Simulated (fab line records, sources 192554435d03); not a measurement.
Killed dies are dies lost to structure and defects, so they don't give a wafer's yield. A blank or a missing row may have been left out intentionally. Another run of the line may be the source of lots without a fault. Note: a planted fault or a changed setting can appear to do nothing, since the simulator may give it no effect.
The tool behind it: which one? || flow n5Finfet || 27 wafers from 9 lots sampled at 7 of the route's 1938 steps

== WHAT EACH GAUGE READ, for each wafer ==
N5_MOL_CONTACT_COAG_CD_MEAS_84: the cd target is 25.1 nm. Usual: cdNm at 25.17 nm, with a standard deviation of 0.21.
{"lot": "L466", "measured": "day 6 05:13", "on": "cdSem-01", "cdNm (nm)": "25.40 25.52 25.41", "flag": ""}
{"lot": "L467", "measured": "day 6 09:16", "on": "cdSem-01", "cdNm (nm)": "25.10 24.91 25.15", "flag": ""}
{"lot": "L471", "measured": "day 7 10:32", "on": "cdSem-01", "cdNm (nm)": "25.00 25.43 25.30", "flag": ""}
{"lot": "L472", "measured": "day 7 14:22", "on": "cdSem-03", "cdNm (nm)": "24.85 25.38 25.14", "flag": ""}
{"lot": "L477", "measured": "day 8 17:07", "on": "cdSem-03", "cdNm (nm)": "24.99 24.54 24.88", "flag": ""}
{"lot": "L478", "measured": "day 9 01:39", "on": "cdSem-02", "cdNm (nm)": "25.13 25.36 25.61", "flag": ""}
{"lot": "L482", "measured": "day 10 07:46", "on": "cdSem-01", "cdNm (nm)": "22.75 22.45 22.24", "flag": "OFF"}
{"lot": "L483", "measured": "day 10 07:49", "on": "cdSem-02", "cdNm (nm)": "22.60 22.34 22.32", "flag": "OFF"}
{"lot": "L485", "measured": "day 10 23:40", "on": "cdSem-01", "cdNm (nm)": "25.28 25.45 25.22", "flag": ""}

N5_MOL_CONTACT_COAG_CD_MEAS_137: the cd target is 16 nm. Usual: cdNm at 16.0 nm, with a standard deviation of 0.4.
{"lot": "L466", "measured": "day 6 06:09", "on": "cdSem-01", "cdNm (nm)": "17.0 16.1 15.8", "flag": ""}
{"lot": "L467", "measured": "day 6 10:11", "on": "cdSem-02", "cdNm (nm)": "16.2 16.1 16.5", "flag": ""}
{"lot": "L471", "measured": "day 7 11:29", "on": "cdSem-03", "cdNm (nm)": "15.8 16.2 16.9", "flag": ""}
{"lot": "L472", "measured": "day 7 15:32", "on": "cdSem-03", "cdNm (nm)": "15.8 16.2 16.2", "flag": ""}
{"lot": "L477", "measured": "day 8 18:42", "on": "cdSem-03", "cdNm (nm)": "15.5 15.9 15.4", "flag": ""}
{"lot": "L478", "measured": "day 9 02:41", "on": "cdSem-02", "cdNm (nm)": "16.0 16.3 15.9", "flag": ""}
{"lot": "L482", "measured": "day 10 08:41", "on": "cdSem-01", "cdNm (nm)": "12.9 12.8 12.9", "flag": "OFF"}
{"lot": "L483", "measured": "day 10 08:50", "on": "cdSem-02", "cdNm (nm)": "13.7 12.7 12.9", "flag": "OFF"}
{"lot": "L485", "measured": "day 11 00:40", "on": "cdSem-01", "cdNm (nm)": "15.5 15.4 16.0", "flag": ""}

N5_BEOL_M4_RC_MEAS_101. Usual: DIBL_N 36.1 mV/V, standard deviation 1.6; DIBL_P 35.8 mV/V, standard deviation 2; IOFF_N 0.157 nA/um, standard deviation 0.029; IOFF_P 0.21 nA/um, standard deviation 0.034; ION_N 677 uA/um, standard deviation 13; ION_P 465 uA/um, standard deviation 8.1; SS_N 71.3 mV/dec, standard deviation 0.61; SS_P 73.2 mV/dec, standard deviation 0.65; VT_N 249 mV, standard deviation 3.3; VT_P -250 mV, standard deviation 3.2.
{"lot": "L466", "measured": "day 10 13:10", "on": "prober-01", "DIBL_N (mV/V)": "36.8 36.6 37.4", "DIBL_P (mV/V)": "34.7 35.0 35.3", "IOFF_N (nA/um)": "0.162 0.168 0.169", "IOFF_P (nA/um)": "0.22 0.23 0.23", "ION_N (uA/um)": "686 684 670", "ION_P (uA/um)": "473 465 464", "SS_N (mV/dec)": "71.3 71.1 71.2", "SS_P (mV/dec)": "73.4 73.3 72.9", "VT_N (mV)": "246 245 247", "VT_P (mV)": "-247 -246 -248", "flag": ""}
{"lot": "L467", "measured": "day 10 16:06", "on": "prober-02", "DIBL_N (mV/V)": "36.2 38.4 38.0", "DIBL_P (mV/V)": "36.1 37.5 37.2", "IOFF_N (nA/um)": "0.169 0.224 0.212", "IOFF_P (nA/um)": "0.23 0.26 0.26", "ION_N (uA/um)": "684 684 685", "ION_P (uA/um)": "462 466 470", "SS_N (mV/dec)": "71.8 72.4 72.3", "SS_P (mV/dec)": "73.3 74.9 74.6", "VT_N (mV)": "250 246 244", "VT_P (mV)": "-249 -246 -248", "flag": ""}
{"lot": "L471", "measured": "day 11 17:14", "on": "prober-01", "DIBL_N (mV/V)": "33.2 35.7 34.5", "DIBL_P (mV/V)": "31.2 34.0 32.1", "IOFF_N (nA/um)": "0.101 0.127 0.107", "IOFF_P (nA/um)": "0.13 0.16 0.14", "ION_N (uA/um)": "667 663 642", "ION_P (uA/um)": "457 454 443", "SS_N (mV/dec)": "70.6 71.1 71.7", "SS_P (mV/dec)": "72.3 73.0 72.6", "VT_N (mV)": "255 255 258", "VT_P (mV)": "-259 -256 -259", "flag": ""}
{"lot": "L472", "measured": "day 12 09:45", "on": "prober-02", "DIBL_N (mV/V)": "34.7 35.7 36.0", "DIBL_P (mV/V)": "34.5 34.6 35.6", "IOFF_N (nA/um)": "0.137 0.144 0.157", "IOFF_P (nA/um)": "0.19 0.18 0.20", "ION_N (uA/um)": "675 661 668", "ION_P (uA/um)": "467 455 453", "SS_N (mV/dec)": "71.1 71.6 72.3", "SS_P (mV/dec)": "72.2 72.4 72.8", "VT_N (mV)": "248 249 247", "VT_P (mV)": "-250 -253 -251", "flag": ""}
{"lot": "L477", "measured": "day 12 12:54", "on": "prober-01", "DIBL_N (mV/V)": "38.0 34.2 36.3", "DIBL_P (mV/V)": "38.6 34.1 35.9", "IOFF_N (nA/um)": "0.177 0.116 0.141", "IOFF_P (nA/um)": "0.21 0.15 0.18", "ION_N (uA/um)": "685 669 666", "ION_P (uA/um)": "464 459 455", "SS_N (mV/dec)": "71.6 70.7 71.8", "SS_P (mV/dec)": "73.8 71.3 72.8", "VT_N (mV)": "247 253 254", "VT_P (mV)": "-251 -256 -251", "flag": ""}
{"lot": "L478", "measured": "day 13 04:33", "on": "prober-01", "DIBL_N (mV/V)": "33.9 35.4 35.3", "DIBL_P (mV/V)": "34.0 34.9 35.1", "IOFF_N (nA/um)": "0.114 0.128 0.133", "IOFF_P (nA/um)": "0.19 0.20 0.21", "ION_N (uA/um)": "666 654 672", "ION_P (uA/um)": "461 456 468", "SS_N (mV/dec)": "70.4 70.9 70.9", "SS_P (mV/dec)": "73.0 72.7 72.8", "VT_N (mV)": "253 254 252", "VT_P (mV)": "-250 -251 -250", "flag": ""}
{"lot": "L485", "measured": "day 15 06:53", "on": "prober-02", "DIBL_N (mV/V)": "37.4 37.5 36.9", "DIBL_P (mV/V)": "38.5 37.4 37.8", "IOFF_N (nA/um)": "0.181 0.181 0.172", "IOFF_P (nA/um)": "0.25 0.24 0.24", "ION_N (uA/um)": "683 694 696", "ION_P (uA/um)": "464 476 480", "SS_N (mV/dec)": "72.0 72.1 71.8", "SS_P (mV/dec)": "73.1 73.9 73.8", "VT_N (mV)": "248 246 249", "VT_P (mV)": "-249 -248 -249", "flag": ""}

== TOOL THAT RAN EACH LOT (tool first, then ch and the chambers of the sampled wafers, then the start) ==
{"lot": "L466", "N5_MOL_CONTACT_COAG_PRE_CLEAN_141": "pvdSputter-01, day 5 21:16", "N5_MOL_CONTACT_COAG_CO_FILL_22": "cvdCo-02 ch 1,2, day 5 21:27", "N5_MOL_CONTACT_COAG_EXPOSE_81": "euvScanner-02 ch 0, day 6 05:05", "N5_MOL_CONTACT_COAG_ETCHBACK_132": "rieDiel-03 ch 2,3, day 6 05:40"}
{"lot": "L467", "N5_MOL_CONTACT_COAG_PRE_CLEAN_141": "pvdSputter-03, day 6 02:52", "N5_MOL_CONTACT_COAG_CO_FILL_22": "cvdCo-02 ch 0,1,2, day 6 03:10", "N5_MOL_CONTACT_COAG_EXPOSE_81": "euvScanner-02 ch 0, day 6 09:07", "N5_MOL_CONTACT_COAG_ETCHBACK_132": "rieDiel-03 ch 0,1,3, day 6 09:41"}
{"lot": "L471", "N5_MOL_CONTACT_COAG_PRE_CLEAN_141": "pvdSputter-02, day 7 03:23", "N5_MOL_CONTACT_COAG_CO_FILL_22": "cvdCo-01 ch 0,1,2, day 7 03:34", "N5_MOL_CONTACT_COAG_EXPOSE_81": "euvScanner-01 ch 0, day 7 10:23", "N5_MOL_CONTACT_COAG_ETCHBACK_132": "rieDiel-05 ch 0,2,3, day 7 10:59"}
{"lot": "L472", "N5_MOL_CONTACT_COAG_PRE_CLEAN_141": "pvdSputter-03, day 7 07:39", "N5_MOL_CONTACT_COAG_CO_FILL_22": "cvdCo-02 ch 0,2, day 7 07:50", "N5_MOL_CONTACT_COAG_EXPOSE_81": "euvScanner-01 ch 0, day 7 14:14", "N5_MOL_CONTACT_COAG_ETCHBACK_132": "rieDiel-03 ch 1,2, day 7 14:48"}
{"lot": "L477", "N5_MOL_CONTACT_COAG_PRE_CLEAN_141": "pvdSputter-03, day 8 10:35", "N5_MOL_CONTACT_COAG_CO_FILL_22": "cvdCo-02 ch 0,1, day 8 10:51", "N5_MOL_CONTACT_COAG_EXPOSE_81": "euvScanner-01 ch 0, day 8 16:59", "N5_MOL_CONTACT_COAG_ETCHBACK_132": "rieDiel-01 ch 0,2,3, day 8 18:13"}
{"lot": "L478", "N5_MOL_CONTACT_COAG_PRE_CLEAN_141": "pvdSputter-03, day 8 18:04", "N5_MOL_CONTACT_COAG_CO_FILL_22": "cvdCo-02 ch 0,1,2, day 8 18:14", "N5_MOL_CONTACT_COAG_EXPOSE_81": "euvScanner-01 ch 0, day 9 01:30", "N5_MOL_CONTACT_COAG_ETCHBACK_132": "rieDiel-01 ch 0,1, day 9 02:11"}
{"lot": "L482", "N5_MOL_CONTACT_COAG_PRE_CLEAN_141": "pvdSputter-02, day 9 21:07", "N5_MOL_CONTACT_COAG_CO_FILL_22": "cvdCo-01 ch 0,2, day 9 21:17", "N5_MOL_CONTACT_COAG_EXPOSE_81": "euvScanner-01 ch 0, day 10 07:38", "N5_MOL_CONTACT_COAG_ETCHBACK_132": "rieDiel-05 ch 0,2, day 10 08:11"}
{"lot": "L483", "N5_MOL_CONTACT_COAG_PRE_CLEAN_141": "pvdSputter-03, day 9 22:04", "N5_MOL_CONTACT_COAG_CO_FILL_22": "cvdCo-01 ch 0,1, day 9 22:20", "N5_MOL_CONTACT_COAG_EXPOSE_81": "euvScanner-01 ch 0, day 10 07:40", "N5_MOL_CONTACT_COAG_ETCHBACK_132": "rieDiel-01 ch 1,2,3, day 10 08:21"}
{"lot": "L485", "N5_MOL_CONTACT_COAG_PRE_CLEAN_141": "pvdSputter-01, day 10 16:28", "N5_MOL_CONTACT_COAG_CO_FILL_22": "cvdCo-01 ch 0,1,2, day 10 16:39", "N5_MOL_CONTACT_COAG_EXPOSE_81": "euvScanner-02 ch 0, day 10 23:31", "N5_MOL_CONTACT_COAG_ETCHBACK_132": "rieDiel-05 ch 0,2,3, day 11 00:11"}
- N5_MOL_CONTACT_COAG_PRE_CLEAN_141: time 60 s.
- N5_MOL_CONTACT_COAG_CO_FILL_22: material Co, precursor CCTBA/H2, target thk 20 nm.
- N5_MOL_CONTACT_COAG_EXPOSE_81: exposes mask VG, defocus 0 nm.
- N5_MOL_CONTACT_COAG_ETCHBACK_132: etches SiO2 in CHF3, target depth 10 nm, time 6.7 s.

== AS READ BY THE TOOLS THEMSELVES (means over the sampled wafers that have a number; for cases with no such wafer, the mark the record gives instead) ==
N5_MOL_CONTACT_COAG_PRE_CLEAN_141. Usual: heaterPowerW at 442 W, with a standard deviation of 44.
{"lot": "L466", "tool": "pvdSputter-01", "heaterPowerW (W)": 387, "flag": ""}
{"lot": "L467", "tool": "pvdSputter-03", "heaterPowerW (W)": 431, "flag": ""}
{"lot": "L471", "tool": "pvdSputter-02", "heaterPowerW (W)": 466, "flag": ""}
{"lot": "L472", "tool": "pvdSputter-03", "heaterPowerW (W)": 452, "flag": ""}
{"lot": "L477", "tool": "pvdSputter-03", "heaterPowerW (W)": 435, "flag": ""}
{"lot": "L478", "tool": "pvdSputter-03", "heaterPowerW (W)": 445, "flag": ""}
{"lot": "L482", "tool": "pvdSputter-02", "heaterPowerW (W)": 386, "flag": ""}
{"lot": "L483", "tool": "pvdSputter-03", "heaterPowerW (W)": 454, "flag": ""}
{"lot": "L485", "tool": "pvdSputter-01", "heaterPowerW (W)": 422, "flag": ""}

N5_MOL_CONTACT_COAG_CO_FILL_22. Usual: heaterPowerW at 246 W, with a standard deviation of 29.
{"lot": "L466", "tool": "cvdCo-02", "heaterPowerW (W)": 231, "flag": ""}
{"lot": "L467", "tool": "cvdCo-02", "heaterPowerW (W)": 241, "flag": ""}
{"lot": "L471", "tool": "cvdCo-01", "heaterPowerW (W)": 243, "flag": ""}
{"lot": "L472", "tool": "cvdCo-02", "heaterPowerW (W)": 239, "flag": ""}
{"lot": "L477", "tool": "cvdCo-02", "heaterPowerW (W)": 244, "flag": ""}
{"lot": "L478", "tool": "cvdCo-02", "heaterPowerW (W)": 241, "flag": ""}
{"lot": "L482", "tool": "cvdCo-01", "heaterPowerW (W)": 219, "flag": ""}
{"lot": "L483", "tool": "cvdCo-01", "heaterPowerW (W)": 262, "flag": ""}
{"lot": "L485", "tool": "cvdCo-01", "heaterPowerW (W)": 247, "flag": ""}

N5_MOL_CONTACT_COAG_EXPOSE_81. Usual: exposureDoseMJCm2 at 59.48, with a standard deviation of 0.065.
{"lot": "L466", "tool": "euvScanner-02", "exposureDoseMJCm2": 59.47, "flag": ""}
{"lot": "L467", "tool": "euvScanner-02", "exposureDoseMJCm2": 59.50, "flag": ""}
{"lot": "L471", "tool": "euvScanner-01", "exposureDoseMJCm2": 59.47, "flag": ""}
{"lot": "L472", "tool": "euvScanner-01", "exposureDoseMJCm2": 59.51, "flag": ""}
{"lot": "L477", "tool": "euvScanner-01", "exposureDoseMJCm2": 59.59, "flag": ""}
{"lot": "L478", "tool": "euvScanner-01", "exposureDoseMJCm2": 59.54, "flag": ""}
{"lot": "L482", "tool": "euvScanner-01", "exposureDoseMJCm2": 52.33, "flag": "OFF"}
{"lot": "L483", "tool": "euvScanner-01", "exposureDoseMJCm2": 52.24, "flag": "OFF"}
{"lot": "L485", "tool": "euvScanner-02", "exposureDoseMJCm2": 59.41, "flag": ""}

N5_MOL_CONTACT_COAG_ETCHBACK_132. Usual: drypumpMotorCurrentA 5.8 A, standard deviation 0.39; oes_ar_750_au 0.82 a.u., standard deviation 0.094; oesProductAu 0.82 a.u., standard deviation 0.095; rfFwdPowerW 602.1 W, standard deviation 2.8; rfVppV 532 V, standard deviation 9.4; showerheadPlenumPTorr 2.38 Torr, standard deviation 0.11; throttleValvePct 18.71 %, standard deviation 0.21.
{"lot": "L466", "tool": "rieDiel-03", "drypumpMotorCurrentA (A)": 6.0, "oes_ar_750_au (a.u.)": 0.70, "oesProductAu (a.u.)": 0.71, "rfFwdPowerW (W)": 602.8, "rfVppV (V)": 534, "showerheadPlenumPTorr (Torr)": 2.30, "throttleValvePct (%)": 18.81, "flag": ""}
{"lot": "L467", "tool": "rieDiel-03", "drypumpMotorCurrentA (A)": 5.9, "oes_ar_750_au (a.u.)": 0.78, "oesProductAu (a.u.)": 0.78, "rfFwdPowerW (W)": 598.6, "rfVppV (V)": 538, "showerheadPlenumPTorr (Torr)": 2.38, "throttleValvePct (%)": 18.61, "flag": ""}
{"lot": "L471", "tool": "rieDiel-05", "drypumpMotorCurrentA (A)": 5.6, "oes_ar_750_au (a.u.)": 0.78, "oesProductAu (a.u.)": 0.79, "rfFwdPowerW (W)": 602.0, "rfVppV (V)": 528, "showerheadPlenumPTorr (Torr)": 2.38, "throttleValvePct (%)": 18.83, "flag": ""}
{"lot": "L472", "tool": "rieDiel-03", "drypumpMotorCurrentA (A)": 5.5, "oes_ar_750_au (a.u.)": 0.82, "oesProductAu (a.u.)": 0.83, "rfFwdPowerW (W)": 601.1, "rfVppV (V)": 538, "showerheadPlenumPTorr (Torr)": 2.43, "throttleValvePct (%)": 18.81, "flag": ""}
{"lot": "L477", "tool": "rieDiel-01", "drypumpMotorCurrentA (A)": 5.7, "oes_ar_750_au (a.u.)": 0.90, "oesProductAu (a.u.)": 0.90, "rfFwdPowerW (W)": 601.9, "rfVppV (V)": 537, "showerheadPlenumPTorr (Torr)": 2.40, "throttleValvePct (%)": 18.69, "flag": ""}
{"lot": "L478", "tool": "rieDiel-01", "drypumpMotorCurrentA (A)": 5.7, "oes_ar_750_au (a.u.)": 0.88, "oesProductAu (a.u.)": 0.88, "rfFwdPowerW (W)": 602.2, "rfVppV (V)": 523, "showerheadPlenumPTorr (Torr)": 2.33, "throttleValvePct (%)": 18.59, "flag": ""}
{"lot": "L482", "tool": "rieDiel-05", "drypumpMotorCurrentA (A)": 5.6, "oes_ar_750_au (a.u.)": 0.79, "oesProductAu (a.u.)": 0.79, "rfFwdPowerW (W)": 602.0, "rfVppV (V)": 521, "showerheadPlenumPTorr (Torr)": 2.29, "throttleValvePct (%)": 18.85, "flag": ""}
{"lot": "L483", "tool": "rieDiel-01", "drypumpMotorCurrentA (A)": 5.8, "oes_ar_750_au (a.u.)": 0.88, "oesProductAu (a.u.)": 0.89, "rfFwdPowerW (W)": 599.7, "rfVppV (V)": 534, "showerheadPlenumPTorr (Torr)": 2.39, "throttleValvePct (%)": 18.66, "flag": ""}
{"lot": "L485", "tool": "rieDiel-05", "drypumpMotorCurrentA (A)": 5.5, "oes_ar_750_au (a.u.)": 0.85, "oesProductAu (a.u.)": 0.85, "rfFwdPowerW (W)": 603.3, "rfVppV (V)": 527, "showerheadPlenumPTorr (Torr)": 2.37, "throttleValvePct (%)": 18.77, "flag": ""}

== THE ANSWER, worked out from the rows above alone ==
Rule: lot off if the mean of its wafers having a number is beyond 3 standard deviations from the usual mean. A lot without any number at a reading at which 4 lots or more have one is off too. Where the step has rows for the other lots, those lots are counted as sound. Order of review: gauges by route order, followed by the tools' own readings, for which a lot's mean as printed above is used. The first step at which some lot is off is used, and at that step the reading that is off furthest; a lot without a number counts as furthest.
Off: L482, L483, at N5_MOL_CONTACT_COAG_CD_MEAS_84 (cdNm).
A tool fits if, at a process step before that reading, it ran every lot that is off, and no sound lot after the first of them. The gauges at N5_MOL_CONTACT_COAG_CD_MEAS_84 aren't tried: what is off there is off at N5_MOL_CONTACT_COAG_EXPOSE_81 too, on other tools, and a gauge's error can't cause that. One fits: euvScanner-01 at N5_MOL_CONTACT_COAG_EXPOSE_81. Its last sound lot is L478 (day 9 01:30), its first lot that is off L482 (day 10 07:38): a fault that began between those two fits.
The tool's own readings at N5_MOL_CONTACT_COAG_EXPOSE_81 bear it out: on the lots that are off they differ by more than 5 times the standard deviation of the sound lots' means. exposureDoseMJCm2 reads 52.28 there against 59.50 on the sound lots.

== WHAT HAD BEEN PUT IN BY THE SIMULATOR ==
Process parameter drift: euvScanner-01, from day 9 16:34 on, at N5_MOL_CONTACT_COAG_EXPOSE_81. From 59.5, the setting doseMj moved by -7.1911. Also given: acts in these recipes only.
Lots struck among those shown: L482, L483. The same result came from the rule above.
